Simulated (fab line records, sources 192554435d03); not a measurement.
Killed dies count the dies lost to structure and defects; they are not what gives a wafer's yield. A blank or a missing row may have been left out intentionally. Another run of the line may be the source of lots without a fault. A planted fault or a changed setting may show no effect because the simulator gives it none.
Which tool is to blame? :: flow n5Finfet :: 36 wafers from 12 lots sampled at 4 of the route's 1938 steps

== WHAT THE GAUGES READ, wafer by wafer ==
N5_SD_ACTIVATION_INSPECT_02: inspects for defects (darkfield). Usual: rawDefectCount 185, standard deviation 36.
lot: L435
measured: day 3 11:41
on: defectInspect-02
rawDefectCount: 178 207 215
flag: 

lot: L436
measured: day 3 18:52
on: defectInspect-01
rawDefectCount: 180 180 191
flag: 

lot: L437
measured: day 4 07:08
on: defectInspect-01
rawDefectCount: 160 169 183
flag: 

lot: L441
measured: day 4 23:47
on: defectInspect-01
rawDefectCount: 134 166 124
flag: 

lot: L442
measured: day 5 06:14
on: defectInspect-02
rawDefectCount: 141 128 157
flag: 

lot: L443
measured: day 5 10:34
on: defectInspect-02
rawDefectCount: 168 152 182
flag: 

lot: L446
measured: day 6 07:38
on: defectInspect-01
rawDefectCount: 176 205 235
flag: 

lot: L448
measured: day 6 17:16
on: defectInspect-02
rawDefectCount: 177 226 176
flag: 

lot: L449
measured: day 6 22:59
on: defectInspect-02
rawDefectCount: 216 179 149
flag: 

lot: L454
measured: day 8 03:37
on: defectInspect-02
rawDefectCount: 197 192 142
flag: 

lot: L455
measured: day 8 13:58
on: defectInspect-01
rawDefectCount: 184 222 231
flag: 

lot: L456
measured: day 8 16:31
on: defectInspect-01
rawDefectCount: 208 247 278
flag: 

N5_ILD0_THK_MEAS_04. Usual: thkNm 197.0 nm, standard deviation 1.2.
lot: L435
measured: day 3 14:57
on: filmMetro-02
thkNm (nm): 198.8 196.6 198.1
flag: 

lot: L436
measured: day 3 21:34
on: filmMetro-01
thkNm (nm): 198.2 198.0 197.5
flag: 

lot: L437
measured: day 4 09:50
on: filmMetro-02
thkNm (nm): 198.1 198.2 195.8
flag: 

lot: L441
measured: day 5 02:29
on: filmMetro-02
thkNm (nm): 198.6 197.5 196.8
flag: 

lot: L442
measured: day 5 09:17
on: filmMetro-01
thkNm (nm): 197.5 197.7 198.0
flag: 

lot: L443
measured: day 5 13:38
on: filmMetro-02
thkNm (nm): 197.7 196.9 198.7
flag: 

lot: L446
measured: day 6 10:20
on: filmMetro-02
thkNm (nm): 198.0 195.3 198.1
flag: 

lot: L448
measured: day 6 20:50
on: filmMetro-01
thkNm (nm): 197.1 198.1 198.1
flag: 

lot: L449
measured: day 7 01:41
on: filmMetro-01
thkNm (nm): 197.7 195.5 198.3
flag: 

lot: L454
measured: day 8 06:49
on: filmMetro-02
thkNm (nm): 196.8 195.2 197.9
flag: 

lot: L455
measured: day 8 16:44
on: filmMetro-02
thkNm (nm): 196.6 197.9 196.5
flag: 

lot: L456
measured: day 8 19:14
on: filmMetro-01
thkNm (nm): 196.5 197.5 195.3
flag: 

N5_SDB_OVL_MEAS_12. Usual: SDB_OVL gives 0.2 nm (standard deviation 0.72).
lot: L435
measured: day 3 18:55
on: overlay-02
SDB_OVL (nm): 0.6 -0.4 -0.8
flag: 

lot: L436
measured: day 4 01:41
on: overlay-01
SDB_OVL (nm): -0.6 0.2 -0.8
flag: 

lot: L437
measured: day 4 13:55
on: overlay-01
SDB_OVL (nm): 0.1 0.1 -1.0
flag: 

lot: L441
measured: day 5 06:26
on: overlay-02
SDB_OVL (nm): 5.1 4.2 4.1
flag: OFF

lot: L442
measured: day 5 13:16
on: overlay-01
SDB_OVL (nm): 6.3 6.0 6.7
flag: OFF

lot: L443
measured: day 5 17:53
on: overlay-01
SDB_OVL (nm): -0.9 1.4 -0.6
flag: 

lot: L446
measured: day 6 14:27
on: overlay-02
SDB_OVL (nm): 0.9 1.0 0.9
flag: 

lot: L448
measured: day 7 00:55
on: overlay-01
SDB_OVL (nm): -0.1 0.2 0.1
flag: 

lot: L449
measured: day 7 06:26
on: overlay-02
SDB_OVL (nm): -0.2 0.1 -0.2
flag: 

lot: L454
measured: day 8 10:53
on: overlay-02
SDB_OVL (nm): 0.8 1.0 0.9
flag: 

lot: L455
measured: day 8 20:41
on: overlay-01
SDB_OVL (nm): 0.2 1.1 -0.4
flag: 

lot: L456
measured: day 8 23:11
on: overlay-02
SDB_OVL (nm): 0.1 0.3 0.5
flag: 

== WHAT TOOL EACH LOT RAN ON (gives the tool, then ch and the chambers of the sampled wafers, and finally the start) ==
lot: L435
N5_SDB_EXPOSE_08: arfiScanner-01 ch 0, day 3 18:45

lot: L436
N5_SDB_EXPOSE_08: arfiScanner-03 ch 0, day 4 01:32

lot: L437
N5_SDB_EXPOSE_08: arfiScanner-02 ch 0, day 4 13:46

lot: L441
N5_SDB_EXPOSE_08: arfiScanner-03 ch 0, day 5 06:17

lot: L442
N5_SDB_EXPOSE_08: arfiScanner-03 ch 0, day 5 13:07

lot: L443
N5_SDB_EXPOSE_08: arfiScanner-01 ch 0, day 5 17:44

lot: L446
N5_SDB_EXPOSE_08: arfiScanner-02 ch 0, day 6 14:17

lot: L448
N5_SDB_EXPOSE_08: arfiScanner-02 ch 0, day 7 00:46

lot: L449
N5_SDB_EXPOSE_08: arfiScanner-01 ch 0, day 7 06:17

lot: L454
N5_SDB_EXPOSE_08: arfiScanner-01 ch 0, day 8 10:44

lot: L455
N5_SDB_EXPOSE_08: arfiScanner-01 ch 0, day 8 20:32

lot: L456
N5_SDB_EXPOSE_08: arfiScanner-01 ch 0, day 8 23:02
- N5_SDB_EXPOSE_08: exposes mask SDB.

== AS READ BY THE TOOLS THEMSELVES (means over the sampled wafers that have a number; for cases with no such wafer, the mark the record gives instead) ==
The record holds no such reading with a usual standard deviation.

== THE ANSWER, worked out from the rows above alone ==
Rule: take the mean of a lot's wafers that have a number; if it is more than 3 standard deviations from the usual mean, the lot is off. Also off: a lot with no number at a reading for which 4 or more lots have one. Any other lot the step has rows for is counted as sound. Order of review: gauges by route order, followed by the tools' own readings, for which a lot's mean as printed above is used. At the first step where some lot is off, the reading lying furthest off is the one used; lots without a number count as furthest.
Off: at N5_SDB_OVL_MEAS_12 (SDB_OVL), L441, L442.
If a tool, at a process step before that reading, ran all the lots that are off and no sound lot after the first of them, it fits. Those tools and the gauges at N5_SDB_OVL_MEAS_12 are tried in the same way. One candidate fits, namely arfiScanner-03 at N5_SDB_EXPOSE_08. A fault onset in the window from L436 (day 4 01:32, its last sound lot) to L441 (day 5 06:17, its first lot off) fits.

== WHAT THE SIMULATOR HAD PUT IN ==
Scanner matching overlay: arfiScanner-03, from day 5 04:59 on, at N5_SDB_EXPOSE_08. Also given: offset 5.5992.
Lots struck among those shown: L441, L442. The same result came from the rule above.
